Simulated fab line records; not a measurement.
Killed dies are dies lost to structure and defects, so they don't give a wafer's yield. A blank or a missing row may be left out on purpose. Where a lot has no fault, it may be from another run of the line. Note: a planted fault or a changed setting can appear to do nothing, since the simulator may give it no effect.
Chamber matching	flow nand-harc	NHARC_P_STI_ETCH_42 on rie-diel-11: 4 sister chambers
The step etches the open film in N2/H2, target depth 80 nm, overetch 24 nm, time 61 s. 4 wafers are shown with their chamber, then 7 later ones without.

## WAFERS WITH THEIR CHAMBER
wafer	chamber	drypump-motor-current-A (A)
L091.4	2	5.5
L091.6	1	5.9
L093.1	3	6.5
L093.4	0	6.6

## WAFERS WITHOUT THEIR CHAMBER
wafer	drypump-motor-current-A (A)
L093.6	5.5
L095.2	6.7
L095.5	6.7
L095.6	5.9
L096.1	6.5
L096.3	6.6
L096.4	5.4

## WHICH CHAMBER EACH ONE RAN IN
wafer	from the rows above	in truth
L093.6	2	2
L095.2	can't be placed: 0 or 3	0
L095.5	can't be placed: 0 or 3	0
L095.6	1	1
L096.1	can't be placed: 3 or 0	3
L096.3	can't be placed: 0 or 3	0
L096.4	2	2
Correct placement for 3 of the 7. Cannot be placed on the basis of these rows: 4; the candidates contain the true chamber in 4. Number placed wrongly: 0.
How it was worked out, from the rows above alone: a wafer's distance from a chamber is the root of the sum, over the readings, of the square of ((its reading less the chamber's mean) divided by the reading's scatter). The wafer belongs to the nearest chamber; if the next one is less than 2 further off, it can't be placed. Each chamber's mean is taken over the wafers shown for it. The scatter: with one shown wafer a chamber, the root of the mean of the squares of how far each hidden wafer lies from its nearest shown one.
